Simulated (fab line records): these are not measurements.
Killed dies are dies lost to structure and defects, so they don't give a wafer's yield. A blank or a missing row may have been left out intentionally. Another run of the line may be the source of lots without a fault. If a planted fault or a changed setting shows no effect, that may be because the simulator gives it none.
Matching of chambers | flow nand harc | NHARC_P_M1_PRE_CLEAN_32 on pecvd-03: 3 sister chambers
The step time 12 s. 6 wafers are shown with their chamber, then 8 later ones without.

== EACH WAFER AND ITS CHAMBER ==
wafer  | chamber | heater power w (W) | heater power outer w (W)
L849.3 | 0       | 687                | 445
L852.4 | 0       | 595                | 370
L856.1 | 2       | 654                | 404
L856.3 | 1       | 746                | 435
L856.4 | 2       | 674                | 390
L866.2 | 1       | 751                | 437

== WAFERS WHOSE CHAMBER IS MISSING ==
wafer  | heater power w (W) | heater power outer w (W)
L866.4 | 741                | 439
L866.5 | 694                | 404
L865.3 | 755                | 446
L865.4 | 668                | 430
L865.5 | 675                | 358
L868.3 | 757                | 460
L868.4 | 636                | 367
L868.5 | 767                | 463

== CHAMBER TAKEN BY EACH ==
wafer  | from the rows above          | in truth
L866.4 | 1                            | 1
L866.5 | can't be placed: 2 or 0 or 1 | 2
L865.3 | 1                            | 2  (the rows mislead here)
L865.4 | can't be placed: 0 or 2 or 1 | 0
L865.5 | can't be placed: 2 or 0 or 1 | 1
L868.3 | 1                            | 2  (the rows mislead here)
L868.4 | can't be placed: 2 or 0      | 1
L868.5 | 1                            | 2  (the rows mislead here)
1 of 8 placed correctly. Not placeable from these rows: 4 (in 3, the candidates include the true chamber). Placed wrongly: 3.
How it was worked out, from the rows above alone: a wafer's distance from a chamber is the root of the sum, over the readings, of the square of ((its reading less the chamber's mean) divided by the reading's scatter). The wafer belongs to the nearest chamber; if the next one is less than 2 further off, it can't be placed. Each chamber's mean is taken over the wafers shown for it. The scatter: take each reading less its chamber's mean, square it, sum over the shown wafers, divide by the number of wafers less the number of chambers, and take the root.
